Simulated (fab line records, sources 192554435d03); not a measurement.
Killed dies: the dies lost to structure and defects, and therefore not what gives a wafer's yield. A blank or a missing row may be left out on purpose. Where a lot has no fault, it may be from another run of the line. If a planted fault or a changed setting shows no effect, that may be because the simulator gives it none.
Matching of chambers ; flow n5-finfet ; rie-diel-03 running N5_BEOL_M0_SAQP_CUT_ETCH_46: 4 sister chambers
The step etches SOC in N2/H2, target depth 135 nm, overetch 27 nm, time 202.5 s. 8 wafers are shown with their chamber, then 9 later ones without.

WAFERS PAIRED WITH THEIR CHAMBERS
wafer;chamber;drypump-motor-current-A (A);showerhead-plenum-p-Torr (Torr)
L075.2;0;4.8;2.49
L085.3;2;5.3;2.40
L086.2;0;4.7;2.48
L086.3;3;5.5;2.71
L086.4;1;6.0;2.62
L088.1;1;6.0;2.62
L088.2;3;5.5;2.71
L088.4;2;5.3;2.40

WAFERS WHOSE CHAMBER IS MISSING
wafer;drypump-motor-current-A (A);showerhead-plenum-p-Torr (Torr)
L089.2;6.1;2.62
L089.3;5.3;2.40
L089.5;5.3;2.40
L094.1;4.7;2.48
L094.2;5.5;2.71
L094.3;6.0;2.61
L097.1;6.0;2.61
L097.2;5.5;2.70
L097.5;5.3;2.71

WHICH CHAMBER EACH ONE RAN IN
wafer;from the rows above;in truth
L089.2;1;1
L089.3;2;2
L089.5;2;2
L094.1;0;0
L094.2;3;3
L094.3;1;1
L097.1;1;1
L097.2;3;3
L097.5;3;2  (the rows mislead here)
8 of 9 placed correctly. From these rows, 0 cannot be placed. Placed wrongly: 1.
How it was worked out, from the rows above alone: a wafer's distance from a chamber is the root of the sum, over the readings, of the square of ((its reading less the chamber's mean) divided by the reading's scatter). If the next closest chamber is less than 2 further off than the closest, the wafer can't be placed; otherwise it belongs to the closest. The mean given for a chamber averages the wafers shown for that chamber. The scatter: take each reading less its chamber's mean, square it, sum over the shown wafers, divide by the number of wafers less the number of chambers, and take the root.
